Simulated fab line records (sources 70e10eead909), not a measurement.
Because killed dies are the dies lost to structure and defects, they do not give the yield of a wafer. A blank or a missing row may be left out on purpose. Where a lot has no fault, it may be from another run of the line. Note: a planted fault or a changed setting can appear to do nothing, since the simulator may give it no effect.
What tool caused it?    flow nandHarc    12 lots with 36 wafers sampled at 5 steps, on a route of 1159 steps

WHAT THE GAUGES READ, wafer by wafer
NHARC_A_M1_THK_MEAS_24: measures by xrf. Usual: thkNm 154.2 nm, standard deviation 1.2.
lot   measured      on            thkNm (nm)         flag
L364  day 18 11:17  filmMetro-02  153.4 154.3 155.3  
L366  day 18 09:32  filmMetro-02  154.2 155.3 153.2  
L365  day 18 14:34  filmMetro-01  153.1 153.2 153.1  
L368  day 18 16:42  filmMetro-02  154.5 155.0 157.2  
L367  day 19 01:03  filmMetro-02  154.6 154.6 152.8  
L370  day 19 06:17  filmMetro-01  154.0 155.6 153.3  
L372  day 19 22:29  filmMetro-02  152.1 154.9 153.5  
L373  day 20 04:40  filmMetro-02  155.2 153.9 154.0  
L375  day 21 02:17  filmMetro-01  153.6 153.6 155.3  
L377  day 20 15:54  filmMetro-01  152.8 155.5 153.3  
L384  day 22 11:38  filmMetro-01  153.9 155.0 155.1  
L385  day 22 16:37  filmMetro-01  154.1 155.6 153.3  

NHARC_END_SORT_01. Usual: defectLimitedYield 95.5 %, standard deviation 1.3; killedAtArray 27, standard deviation 8.8; killedAtOther 0.4, standard deviation 0.82; killedAtPeriphery 3.1, standard deviation 2.1; killedDies 31, standard deviation 8.8; killedOpen 3.3, standard deviation 2; killedShort 2.0, standard deviation 1.4; sort_bin_2_pct 1.3 %, standard deviation 0.56; sort_bin_3_pct 0.25 %, standard deviation 0.21; sort_bin_4_pct 2.9 %, standard deviation 0.89; sortNPass 646, standard deviation 8.8; sortRimYieldPct 95.8 %, standard deviation 2.7; sortYieldPct 95.5 %, standard deviation 1.3.
lot   measured      on         defectLimitedYield (%)  killedAtArray  killedAtOther  killedAtPeriphery  killedDies  killedOpen  killedShort  sort_bin_2_pct (%)  sort_bin_3_pct (%)  sort_bin_4_pct (%)  sortNPass    sortRimYieldPct (%)  sortYieldPct (%)  flag
L384  day 24 10:23  prober-02  85.1 83.0 95.1          21 25 28       0 0 1          80 90 4            101 115 33  2 5 3       0 2 1        5.9 5.0 0.9         3.40 4.43 0.44      5.6 7.5 3.5         576 562 644  99.1 97.2 98.1       85.1 83.0 95.1    OFF
L385  day 24 09:41  prober-01  94.7 82.9 94.7          33 25 35       0 0 0          3 91 1             36 116 36   2 2 1       0 2 2        2.1 7.1 1.8         0.30 2.66 0.30      3.0 7.4 3.2         641 561 641  99.1 98.1 99.1       94.7 82.9 94.7    OFF

EACH LOT AND THE TOOL THAT RAN IT (in order: tool; ch and the chambers of the sampled wafers; start)
lot   NHARC_P_M2_ETCH_28                 NHARC_A_M1_PRE_CLEAN_32          NHARC_THIN_TSV_ANNEAL_52
L364  rieDiel-09 ch 0,2, day 6 08:12     pecvd-04 ch 1,2, day 18 11:37    rtpAnneal-02 ch 0, day 19 10:39
L366  rieDiel-01 ch 1,2,3, day 6 10:58   pecvd-01 ch 0,1,2, day 18 09:47  rtpAnneal-01 ch 0, day 19 09:40
L365  rieDiel-01 ch 1,2, day 6 15:35     pecvd-04 ch 0,1,2, day 18 15:08  rtpAnneal-02 ch 0, day 19 18:59
L368  rieDiel-13 ch 0,2,3, day 7 04:54   pecvd-04 ch 0,1,2, day 18 16:58  rtpAnneal-01 ch 0, day 19 17:29
L367  rieDiel-01 ch 1,2,3, day 7 06:45   pecvd-01 ch 0,1, day 19 01:18    rtpAnneal-01 ch 0, day 20 00:56
L370  rieDiel-13 ch 0,1, day 7 15:31     pecvd-04 ch 0,1,2, day 19 06:54  rtpAnneal-01 ch 0, day 20 03:14
L372  rieDiel-09 ch 0,3, day 8 02:10     pecvd-04 ch 0,1,2, day 19 23:37  rtpAnneal-02 ch 0, day 20 20:54
L373  rieDiel-01 ch 1,2,3, day 8 15:40   pecvd-03 ch 0,1,2, day 20 04:53  rtpAnneal-01 ch 0, day 21 01:25
L375  rieDiel-01 ch 0,2,3, day 8 22:12   pecvd-01 ch 0,1, day 21 02:30    rtpAnneal-02 ch 0, day 22 02:18
L377  rieDiel-01 ch 0,1,2, day 9 11:01   pecvd-03 ch 0,1, day 20 16:10    rtpAnneal-02 ch 0, day 21 14:43
L384  rieDiel-01 ch 0,3, day 11 05:43    pecvd-03 ch 0,2, day 22 11:52    rtpAnneal-01 ch 0, day 23 12:23
L385  rieDiel-01 ch 0,2,3, day 11 11:22  pecvd-03 ch 0,2, day 22 16:52    rtpAnneal-02 ch 0, day 23 17:12
- NHARC_P_M2_ETCH_28: etches the open film in CF4/N2, target depth 30 nm, time 72.99 s.
- NHARC_A_M1_PRE_CLEAN_32: time 12 s.
- NHARC_THIN_TSV_ANNEAL_52: time 90 s.

WHAT THE TOOLS THEMSELVES READ (means of the sampled wafers that have a number; where no wafer has one, the mark that the record gives instead)
NHARC_P_M2_ETCH_28. Usual: biasW 99.97 W, standard deviation 0.28; drypumpMotorCurrentA 5.8 A, standard deviation 0.41; oesProductAu 0.996 a.u., standard deviation 0.01; rfVppV 313.5 V, standard deviation 2.1; showerheadPlenumPTorr 2.58 Torr, standard deviation 0.12; throttleValvePct 19.794 %, standard deviation 0.0091.
lot   tool        biasW (W)  drypumpMotorCurrentA (A)  oesProductAu (a.u.)  rfVppV (V)  showerheadPlenumPTorr (Torr)  throttleValvePct (%)  flag
L364  rieDiel-09  99.90      5.4                       0.997                315.2       2.71                          19.797                
L366  rieDiel-01  99.87      6.0                       1.003                313.6       2.57                          19.792                
L365  rieDiel-01  99.72      6.2                       0.991                312.3       2.47                          19.798                
L368  rieDiel-13  99.94      5.6                       1.014                315.0       2.65                          19.786                
L367  rieDiel-01  99.81      6.0                       0.991                313.3       2.57                          19.793                
L370  rieDiel-13  99.83      5.8                       0.998                313.8       2.64                          19.799                
L372  rieDiel-09  100.14     5.7                       1.000                313.8       2.63                          19.792                
L373  rieDiel-01  100.21     6.0                       0.987                312.9       2.57                          19.792                
L375  rieDiel-01  100.15     5.7                       0.993                313.6       2.57                          19.803                
L377  rieDiel-01  99.89      5.9                       0.994                311.5       2.47                          19.793                
L384  rieDiel-01  100.02     5.5                       0.982                315.9       2.67                          19.794                
L385  rieDiel-01  100.07     5.7                       0.985                313.5       2.57                          19.793                

NHARC_A_M1_PRE_CLEAN_32. Usual: heaterPowerW 622 W, standard deviation 69.
lot   tool      heaterPowerW (W)  flag
L364  pecvd-04  567               
L366  pecvd-01  683               
L365  pecvd-04  623               
L368  pecvd-04  606               
L367  pecvd-01  689               
L370  pecvd-04  613               
L372  pecvd-04  646               
L373  pecvd-03  557               
L375  pecvd-01  644               
L377  pecvd-03  618               
L384  pecvd-03  537               
L385  pecvd-03  531               

NHARC_THIN_TSV_ANNEAL_52. Usual: wafer_temp_C_max 226.25, standard deviation 0.27.
lot   tool          wafer_temp_C_max  flag
L364  rtpAnneal-02  226.33            
L366  rtpAnneal-01  226.46            
L365  rtpAnneal-02  226.37            
L368  rtpAnneal-01  226.42            
L367  rtpAnneal-01  226.38            
L370  rtpAnneal-01  226.46            
L372  rtpAnneal-02  226.06            
L373  rtpAnneal-01  226.33            
L375  rtpAnneal-02  226.21            
L377  rtpAnneal-02  226.13            
L384  rtpAnneal-01  226.34            
L385  rtpAnneal-02  226.34            

THE ANSWER, worked out from the rows above alone
Rule: lot off if the mean of its wafers having a number is beyond 3 standard deviations from the usual mean. Also off: a lot with no number at a reading for which 4 or more lots have one. Any other lot the step has rows for is counted as sound. After the gauges, taken in route order, come the tools' own readings; for these a lot's mean is taken, as printed above. At the first step where some lot is off, the reading lying furthest off is the one used; lots without a number count as furthest.
Off: L384, L385 (NHARC_END_SORT_01, killedAtPeriphery). Neither off nor sound, because the step has no rows for them: L364, L366, L365, L368, L367, L370, L372, L373, L375, L377.
A tool fits if, at a process step before that reading, it ran every lot that is off, and no sound lot after the first of them. Those tools and the gauges at NHARC_END_SORT_01 are tried in the same way. Undecided on this evidence; 2 tools fit (rieDiel-01 at NHARC_P_M2_ETCH_28, pecvd-03 at NHARC_A_M1_PRE_CLEAN_32).

WHAT THE SIMULATOR HAD INSERTED
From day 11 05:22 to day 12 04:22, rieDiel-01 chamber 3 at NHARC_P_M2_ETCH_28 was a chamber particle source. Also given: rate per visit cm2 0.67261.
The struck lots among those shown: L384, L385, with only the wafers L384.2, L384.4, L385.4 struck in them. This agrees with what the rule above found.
